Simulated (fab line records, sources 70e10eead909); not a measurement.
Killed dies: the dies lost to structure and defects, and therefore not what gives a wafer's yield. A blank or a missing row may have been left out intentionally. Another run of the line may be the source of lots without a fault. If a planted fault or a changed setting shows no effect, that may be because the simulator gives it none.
What tool caused it? ; flow nand-harc ; 6 lots, 18 wafers sampled, at 2 steps of a route of 1302

WHAT THE GAUGES READ, wafer by wafer
NHARC_A_SLIT_INSPECT_11.
lot;measured;on;raw-defect-count
L188;day 19 21:12;defect-inspect-01;70 76 60
L195;day 23 11:16;defect-inspect-02;131 127 126
L198;day 24 08:51;defect-inspect-01;33 40 32
L203;day 26 23:02;defect-inspect-02;26 35 28
L206;day 27 19:51;defect-inspect-02;93 79 99
L205;day 27 18:29;defect-inspect-02;26 25 26

WHAT TOOL EACH LOT RAN ON (gives the tool, then ch and the chambers of the sampled wafers, and finally the start)
lot;NHARC_A_SGD_CUT_ETCH_16
L188;rie-diel-11 ch 0,2,3, day 19 21:12 or earlier
L195;rie-diel-11 ch 1,3, day 23 11:16 or earlier
L198;rie-diel-11 ch 1,2,3, day 24 08:51 or earlier
L203;rie-diel-05 ch 0,1,3, day 26 23:02 or earlier
L206;rie-diel-05 ch 0,2,3, day 27 19:51 or earlier
L205;rie-diel-07 ch 0,3, day 27 18:29 or earlier
- NHARC_A_SGD_CUT_ETCH_16: etches the open film in C4F8/O2/Ar, target depth 310.5 nm, time 155.2 s.

THE ANSWER, worked out from the rows above alone
Rule: what is usual is taken from the lots themselves. The widest of any qualifying gaps counts: lots, ordered by their means at a reading, are off when they make up no more than a third of the lots, leave a main group of 4 or more, and stand apart from it by 3 or more times the standard deviation of that group's means. A main group is skipped when, at the precision printed for the reading in the tables above, its means are all equal. A lot without any number at a reading at which 4 lots or more have one is off too. The other lots that the step has rows for count as sound.
Across all readings shown, no lot is off: no conclusion can be drawn from this.

WHAT THE SIMULATOR HAD PUT IN
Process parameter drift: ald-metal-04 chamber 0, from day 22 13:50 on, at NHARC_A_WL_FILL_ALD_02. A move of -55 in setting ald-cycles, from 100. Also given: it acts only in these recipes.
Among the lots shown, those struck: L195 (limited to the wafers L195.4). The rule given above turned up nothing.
